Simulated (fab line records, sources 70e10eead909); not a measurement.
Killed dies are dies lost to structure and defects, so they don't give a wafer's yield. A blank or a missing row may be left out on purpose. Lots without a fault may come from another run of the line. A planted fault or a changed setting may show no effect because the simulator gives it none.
Which tool did it? | flow nand_harc | 12 lots, 36 wafers sampled, at 1 step of a route of 1302

WHAT THE GAUGES READ, wafer by wafer
NHARC_A_CHANNEL_HOLE_D2_INSPECT_12.
lot  | measured     | on                | raw_defect_count
L075 | day 13 11:35 | defect_inspect-01 | 5 6 9
L078 | day 14 17:16 | defect_inspect-02 | 63 62 43
L079 | day 14 20:55 | defect_inspect-02 | 10 10 9
L081 | day 16 12:01 | defect_inspect-01 | 7 6 13
L083 | day 17 04:56 | defect_inspect-02 | 57 65 52
L085 | day 17 15:49 | defect_inspect-01 | 12 15 10
L088 | day 19 02:40 | defect_inspect-01 | 54 74 61
L089 | day 19 16:02 | defect_inspect-02 | 58 49 62
L090 | day 19 17:55 | defect_inspect-02 | 15 14 15
L093 | day 20 22:10 | defect_inspect-01 | 44 39 56
L096 | day 21 22:49 | defect_inspect-01 | 24 24 18
L097 | day 22 23:25 | defect_inspect-02 | 2 6 5

WHICH TOOL RAN EACH LOT (tool, then ch and the chambers of the sampled wafers, then the start)
The record holds no process step before these readings.

THE ANSWER, worked out from the rows above alone
Rule: what is usual is taken from the lots themselves. Put in order of their means at a reading, lots are off if they are a third of the lots or fewer, leave a main group of 4 or more, and stand apart from it by a gap of 3 or more times the standard deviation of the main group's means; of several such gaps the widest counts. A main group whose means are all the same, to the digits that the tables above print for the reading, isn't used. A lot without any number at a reading at which 4 lots or more have one is off too. The other lots that the step has rows for count as sound.
No lot is off at any reading shown: from this, nothing can be told.

WHAT THE SIMULATOR HAD PUT IN
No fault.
